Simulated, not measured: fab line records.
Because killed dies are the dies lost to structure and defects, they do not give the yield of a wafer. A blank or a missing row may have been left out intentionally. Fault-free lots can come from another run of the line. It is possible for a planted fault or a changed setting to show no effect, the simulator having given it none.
Struck lot and sound lot, side by side + flow n5-finfet + 26 steps out of a route of 1938
Sound: the wafers L162.1, L162.4, L162.6. Struck: wafers L177.3, L177.5, L177.6. The cause comes at the end.
For every step that has rows: the tool of each side, followed by ch and its chambers, followed by its first start. Under that, the readings that differ: sound wafers + struck wafers + difference of the means + sigmas: that difference in standard deviations of wafers without a fault.
alike: readings whose means differ by less than 2 such deviations, and words and numbers that are the same on both sides. not compared: withheld readings, readings that some wafer has no value for, bounds like >300 that may hide the same value, and numbers for which the record gives no deviation and whose values overlap.
A row with sigmas, a row that says differs or no value, or rows on one side alone: a step with any of these is where the two part. Non-overlapping numbers with no deviation appear without sigmas and do not part them. Lack of a reading on every wafer of one side parts them only where that side has two or more wafers.

first, 9 steps without rows for these wafers: N5_FIN_CUT_COAT_02 (resist thk 30 nm); N5_FIN_CUT_EBR_04; N5_FIN_CUT_SOFTBAKE_03 (time 60 s); N5_FIN_CUT_EXPOSE_05 (exposes mask FIN CUT); N5_FIN_CUT_PEB_06 (peb time 60 s); N5_FIN_CUT_DEVELOP_07 (develop time 30 s); N5_FIN_CUT_DESCUM_13 (chemistry O2, time 7 s); N5_FIN_CUT_ETCH_30 (etches underlayer in N2/H2, target depth 13 nm, time 10.4 s); N5_FIN_CUT_ETCH_20 (etches SiARC in CF4, target depth 26 nm, time 43.3 s).
N5_FIN_CUT_ETCH_21: etches SOC in N2/H2, target depth 219 nm, overetch 43.8 nm, time 523.5 s.
  sound on rie-diel-01 ch 1,3, day 2 21:04; struck on rie-diel-01 ch 1,2,3, day 6 15:56
  alike: chamber-pressure-mTorr, drypump-motor-current-A, oes-product-au, rf-vpp-V, showerhead-plenum-p-Torr, throttle-valve-pct
  not compared: rf-hours-counter-h
then, 12 steps without rows for these wafers: N5_FIN_CUT_STRIP_23 (strips in N2/H2); N5_FIN_CUT_STRIP_31 (strips in N2/H2); N5_FIN_CUT_STRIP_24 (strips in CF4); N5_FIN_CUT_CUT_ETCH_26 (etches SiNx in CH3F/O2, target depth 39 nm, time 55.7 s); N5_FIN_CUT_CUT_ETCH_27 (etches SiO2 in CHF3/O2, target depth 4 nm, overetch 2 nm, time 4.9 s); N5_FIN_CUT_PRECLEAN_35 (cleans in vHF, time 13.3 s); N5_FIN_CUT_CUT_ETCH_15 (etches Si in HBr/Cl2/O2, target depth 100 nm, bt time 10 s, time 42.4 s); N5_FIN_CUT_CUT_ETCH_28 (etches Si in HBr/Cl2/O2, target depth 6 nm, time 2.4 s); N5_FIN_CUT_STRIP_22 (strips in N2/H2); N5_FIN_CUT_PRECLEAN_36 (cleans in O3/DIW, time 60 s); N5_FIN_CUT_SRD_32 (time 30 s); N5_FIN_CUT_UV_OZONE_34 (time 120 s).
N5_FIN_CUT_INSPECT_17: inspects for defects (brightfield).
  struck on defect-inspect-02, day 6 16:50; sound on defect-inspect-02, day 2 21:53
| reading          | sound       | struck         | difference | sigmas |
|------------------|-------------|----------------|------------|--------|
| raw-defect-count | 235 171 144 | 1560 1535 1549 | +1365      | +23    |
then, 1 step without rows for these wafers: N5_STI_FIN_REVEAL_ALD_00 (deposits SiO2, target thk 1 nm, pulse time 1 s).
-- a jump in the record: the struck wafers' starts before and after are 5 days apart (it breaks off in module STI_FIN_REVEAL and resumes in module BEOL_M4, where the first step shown is number 1111 of the route) --
N5_BEOL_M4_RC_MEAS_101:
  sound on prober-01 ch 0, day 9 00:28; struck on prober-01 ch 0, day 12 03:37
  alike: DIBL_N, DIBL_P, IOFF_N, IOFF_P, ION_N, ION_P, SS_N, SS_P, VT_N, VT_P
-- the record jumps here: 4 days lie between the struck wafers' starts before and after (it left off in module BEOL_M4 and takes up again in module PASSIVATION, whose first step shown is number 1936 of the route) --
N5_PASSIVATION_PROBE_49:
  only the struck wafers here have rows in the record (prober-02, day 16 13:32); the sound ones have none

== WHERE THEY PART ==
Earliest at N5_FIN_CUT_INSPECT_17; latest, in this record, at N5_PASSIVATION_PROBE_49.

WHY: the cause the simulator had injected
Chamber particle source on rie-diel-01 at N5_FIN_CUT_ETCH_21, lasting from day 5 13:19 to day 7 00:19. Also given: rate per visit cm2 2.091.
